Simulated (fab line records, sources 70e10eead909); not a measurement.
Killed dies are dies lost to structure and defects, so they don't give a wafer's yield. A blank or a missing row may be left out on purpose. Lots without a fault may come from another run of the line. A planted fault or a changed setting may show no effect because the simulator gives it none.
A struck lot beside a sound one | flow nand_harc | 15 steps out of a route of 1159
Sound: wafers L872.1, L872.5, L872.6. Struck: wafers L866.1, L866.2, L866.6. The cause comes at the end.
At each step with rows: each side's tool, then ch and its chambers, then its first start. Under that, the readings that differ: sound wafers | struck wafers | difference of the means | sigmas: that difference in standard deviations of wafers without a fault.
alike: readings whose means differ by less than 2 such deviations, and words and numbers that are the same on both sides. not compared: withheld readings, readings that some wafer has no value for, bounds like >300 that may hide the same value, and numbers for which the record gives no deviation and whose values overlap.
The two part at a step that has a row with sigmas, a row that says differs or no value, or rows on one side only. Numbers that don't overlap but have no deviation are shown without sigmas and don't part them. A reading that every wafer of one side lacks parts them only if that side has two wafers or more.

first, 8 steps without rows for these wafers: NHARC_A_ZERO_WELL_HMDS_03 (time 30 s); NHARC_A_ZERO_WELL_COAT_18 (time 65 s); NHARC_A_ZERO_WELL_COAT_04 (resist thk 600 nm); NHARC_A_ZERO_WELL_SOFTBAKE_05 (time 70 s); NHARC_A_ZERO_WELL_EBR_06; NHARC_A_ZERO_WELL_EXPOSE_07 (exposes mask A ZERO); NHARC_A_ZERO_WELL_PEB_08 (peb time 80 s); NHARC_A_ZERO_WELL_DEVELOP_09 (time 50 s).
NHARC_A_ZERO_WELL_CD_MEAS_10: target cd 2000 nm.
  sound on cd_sem-01 ch 0, day 11 23:12; struck on cd_sem-01 ch 0, day 10 14:28
  reading    | sound                | struck               | difference | sigmas
  cd_nm (nm) | 1996.4 1999.1 1997.4 | 2000.7 2000.7 2000.8 | +3.1       | +2
then, 1 step without rows for these wafers: NHARC_A_ZERO_WELL_HARDBAKE_11 (time 65 s).
NHARC_A_ZERO_WELL_DESCUM_12: chemistry O2, time 3 s.
  sound on rie_diel-08 ch 1,2,3, day 11 23:23; struck on rie_diel-10 ch 1,2, day 10 14:38
  alike: drypump_motor_current_A, oes_product_au, rf_vpp_V, showerhead_plenum_p_Torr, throttle_valve_pct
  not compared: rf_hours_counter_h
NHARC_A_ZERO_WELL_ETCH_19: etches the open film in N2/H2, target depth 80 nm, overetch 24 nm, time 87.88 s.
  sound on rie_diel-08 ch 0,1, day 11 23:26; struck on rie_diel-10 ch 0,1,2, day 10 14:46
  alike: bias_w, chamber_pressure_mTorr, drypump_motor_current_A, h2_flow_sccm, oes_product_au, rf_vpp_V, showerhead_plenum_p_Torr, throttle_valve_pct
  not compared: rf_hours_counter_h
NHARC_A_ZERO_WELL_ETCH_13: etches the open film in HBr/Cl2, target depth 120 nm, time 40.1 s.
  sound on rie_si-04 ch 1,2,3, day 11 23:36; struck on rie_si-01 ch 1,2, day 10 14:52
  no value came back on the struck wafers for any of 6 readings (bias_w (W), chamber_pressure_mTorr (mTorr) and others); on the sound wafers bias_w (W) reads 100.0 100.2 99.8
  not compared: rf_hours_counter_h
then, 1 step without rows for these wafers: NHARC_A_ZERO_WELL_STRIP_14 (strips in SPM, time 900 s).
-- the record jumps here: 12 days lie between the struck wafers' starts before and after (it left off in module A_ZERO_WELL and takes up again in module END, whose first step shown is number 1159 of the route) --
NHARC_END_SORT_01:
  the record has rows for the struck wafers here (prober-02 ch 0, day 22 15:27) and none for the sound ones

WHERE THEY PART
First at NHARC_A_ZERO_WELL_CD_MEAS_10; last, within this record, at NHARC_END_SORT_01.

WHY: what the simulator had put in
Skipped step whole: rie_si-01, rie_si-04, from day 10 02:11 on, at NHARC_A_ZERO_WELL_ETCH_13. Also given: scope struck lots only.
